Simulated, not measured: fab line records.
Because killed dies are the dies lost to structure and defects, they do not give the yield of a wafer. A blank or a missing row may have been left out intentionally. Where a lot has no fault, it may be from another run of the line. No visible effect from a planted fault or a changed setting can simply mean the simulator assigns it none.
Problem report in the 8D (eight disciplines) form, filled by code + flow n5 finfet + the parts of the form that need people (team, actions taken, sign-off) are left out

== 1. WHAT IS WRONG ==
Wafers without a fault read 39.99 C, standard deviation 0.097; temp c at N5_BEOL_M4_ETCH_70 reads a mean of 36.47 C on 2 wafers belonging to 2 lots. That puts it -36 standard deviations away from the usual mean.
The step: etches SOC in N2/H2, target depth 80 nm, overetch 24 nm, time 130 s.
First seen on wafer L875.5, day 8 21:43, on rie diel-02. Wafers with a number at this step in the record: 18, from 6 lots. Rule for "out" (also "out of limits"): further than 4 standard deviations from the usual mean. The other wafers with a number count as sound.

== 2. WHAT IT IS, AND WHAT IT ISN'T ==
| question                    | is               | is not                                                                                                        |
|-----------------------------|------------------|---------------------------------------------------------------------------------------------------------------|
| which readings at this step | temp c           | drypump motor current A, n2 flow sccm, oes product au, rf vpp V, showerhead plenum p Torr, throttle valve pct |
| which lots                  | L875, L877       | L871, L873, L879, L892                                                                                        |
| which wafers of those lots  | L875.5, L877.1   | L875.1, L875.6, L877.5, L877.6                                                                                |
| read on which tools         | rie diel-02      | rie diel-01, rie diel-05                                                                                      |
| when                        | from day 8 21:43 | up to then (8 sound wafers); but 8 sound wafers of L877, L879, L892 came after                                |

== 3. THE SUSPECTS, EACH WITH WHAT RULES IT OUT ==
Counting: a tool at a process step up to the reading stays a suspect if it ran every lot that is out. Sound lots after the first of them don't rule it out here, since some wafers of a struck lot are sound.
- rie diel-02 at N5_BEOL_M4_ETCHBACK_99 (etches SiO2 in CHF3, target depth 5 nm, time 10.4 s): kept. It processed each lot that is out (first: L875, day 8 21:40); up to then, its last sound lot is L873 (day 8 12:15).
- rie diel-02 at N5_BEOL_M4_ETCH_70 (etches SOC in N2/H2, target depth 80 nm, overetch 24 nm, time 130 s): kept. It processed each lot that is out (first: L875, day 8 21:43); up to then, its last sound lot is L873 (day 8 12:17). On those wafers its own readings are out: temp c.
- Within rie diel-02 at N5_BEOL_M4_ETCHBACK_99: the wafers that are out ran in chamber 0; their sound lot-mates ran in chambers 1, 2, 3.
- Within rie diel-02 at N5_BEOL_M4_ETCH_70: the wafers that are out ran in chamber 0; their sound lot-mates ran in chambers 1, 2, 3.
After counting, rie diel-02 at N5_BEOL_M4_ETCHBACK_99 and rie diel-02 at N5_BEOL_M4_ETCH_70 remain.

== 4. THE CAUSE (what the simulator had put in) ==
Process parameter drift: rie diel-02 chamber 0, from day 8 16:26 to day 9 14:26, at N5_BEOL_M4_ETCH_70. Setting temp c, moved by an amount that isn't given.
Counting left 2 suspects, and this tool is among them.

== 5. SEQUENCE OF EFFECTS, ordered by route ==
Each row: a reading where the mean over the struck wafers with a number is more than 3 standard deviations away from the usual. Only readings whose record carries a usual standard deviation are examined. hours: median over the lots of the time between each lot's start at the first step of this table that gives one and its start at this step. sigmas: the change, counted in usual standard deviations.
| hours | step               | reading | usual   | on struck wafers | change | sigmas |
|-------|--------------------|---------|---------|------------------|--------|--------|
| 0     | N5_BEOL_M4_ETCH_70 | temp c  | 39.99 C | 36.47            | -3.52  | -36    |
Here are the process steps it includes:
- N5_BEOL_M4_ETCH_70: etches SOC in N2/H2, target depth 80 nm, overetch 24 nm, time 130 s.
At these later measuring or inspecting steps, every struck wafer for which the step has a row has a number for every such reading, and none has moved that far: N5_BEOL_M4_RC_MEAS_101.

== 6. HOW IT WOULD HAVE BEEN CAUGHT EARLIER ==
First out-of-limits reading in this record: day 8 21:43, which is 5 hours after fault onset at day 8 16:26.
